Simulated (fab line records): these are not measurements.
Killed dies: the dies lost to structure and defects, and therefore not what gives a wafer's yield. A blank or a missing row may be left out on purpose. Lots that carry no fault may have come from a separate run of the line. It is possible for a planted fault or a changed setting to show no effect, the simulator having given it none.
Which tool did it?    flow nandHarc    12 lots, 36 wafers sampled, at 1 step of a route of 1159

## WHAT EACH GAUGE READ, for each wafer
NHARC_A_ONON_D1_THK_MEAS_21: measures by ellipsometry.
lot   measured      on            thkNm (nm)
L076  day 8 09:19   filmMetro-02  1002 1003 1003
L078  day 9 00:18   filmMetro-02  996 996 997
L079  day 9 07:37   filmMetro-02  998 998 999
L082  day 10 00:07  filmMetro-02  998 999 1000
L083  day 10 13:10  filmMetro-01  1012 1012 1012
L088  day 11 06:13  filmMetro-01  997 997 999
L086  day 11 06:14  filmMetro-01  1005 1003 1003
L090  day 11 22:09  filmMetro-01  990 988 989
L091  day 12 06:26  filmMetro-01  987 989 987
L093  day 12 12:28  filmMetro-02  996 997 998
L095  day 13 05:32  filmMetro-02  983 983 983
L097  day 13 23:45  filmMetro-02  1013 1013 1015

## WHAT TOOL EACH LOT RAN ON (gives the tool, then ch and the chambers of the sampled wafers, and finally the start)
The record holds no process step before these readings.

## THE ANSWER, worked out from the rows above alone
Rule: the lots themselves supply what counts as usual. Put in order of their means at a reading, lots are off if they are a third of the lots or fewer, leave a main group of 4 or more, and stand apart from it by a gap of 3 or more times the standard deviation of the main group's means; of several such gaps the widest counts. Not used: any main group whose means are identical at the precision the tables above print for the reading. Also off: a lot with no number at a reading for which 4 or more lots have one. The other lots that the step has rows for count as sound.
Nothing can be told from this: no lot is off at any reading shown.

## WHAT THE SIMULATOR PUT IN
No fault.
